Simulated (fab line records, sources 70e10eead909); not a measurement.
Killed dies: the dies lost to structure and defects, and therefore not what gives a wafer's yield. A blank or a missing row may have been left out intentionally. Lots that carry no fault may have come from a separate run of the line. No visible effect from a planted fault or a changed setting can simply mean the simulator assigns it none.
Matching of chambers | flow nand_harc | 3 sister chambers for NHARC_A_STAIRCASE_DEP_325 on pecvd-03
The step deposits SiO2, target thk 7200 nm. 6 wafers are shown with their chamber, then 7 later ones without.

## EACH WAFER AND ITS CHAMBER
wafer  | chamber | heater_power_w (W) | mfc_precursor_sccm (sccm)
L076.5 | 1       | 582                | 199.7
L081.4 | 1       | 586                | 200.9
L086.2 | 2       | 577                | 200.4
L086.6 | 0       | 531                | 200.1
L089.1 | 0       | 611                | 198.9
L089.4 | 2       | 496                | 199.8

## WAFERS WITHOUT THEIR CHAMBER
wafer  | heater_power_w (W) | mfc_precursor_sccm (sccm)
L089.5 | 530                | 199.3
L092.1 | 644                | 199.4
L092.2 | 694                | 200.1
L092.5 | 479                | 200.0
L097.1 | 653                | 199.5
L097.3 | 577                | 198.6
L097.6 | 576                | 199.3

## CHAMBER TAKEN BY EACH
wafer  | from the rows above          | in truth
L089.5 | can't be placed: 0 or 2 or 1 | 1
L092.1 | can't be placed: 0 or 1 or 2 | 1
L092.2 | can't be placed: 1 or 0 or 2 | 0
L092.5 | can't be placed: 2 or 0 or 1 | 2
L097.1 | can't be placed: 0 or 1 or 2 | 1
L097.3 | can't be placed: 0 or 2 or 1 | 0
L097.6 | can't be placed: 0 or 1 or 2 | 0
Placed correctly: 0 of 7. Unplaceable from these rows: 7, with the true chamber sitting among the candidates in 7. Placed wrongly: 0.
How it was worked out, from the rows above alone: a wafer's distance from a chamber is the root of the sum, over the readings, of the square of ((its reading less the chamber's mean) divided by the reading's scatter). The wafer belongs to the nearest chamber; if the next one is less than 2 further off, it can't be placed. Each chamber's mean is taken over the wafers shown for it. The scatter is the square root of a quotient: the sum, over the shown wafers, of each reading's squared deviation from its chamber's mean, divided by wafers minus chambers.
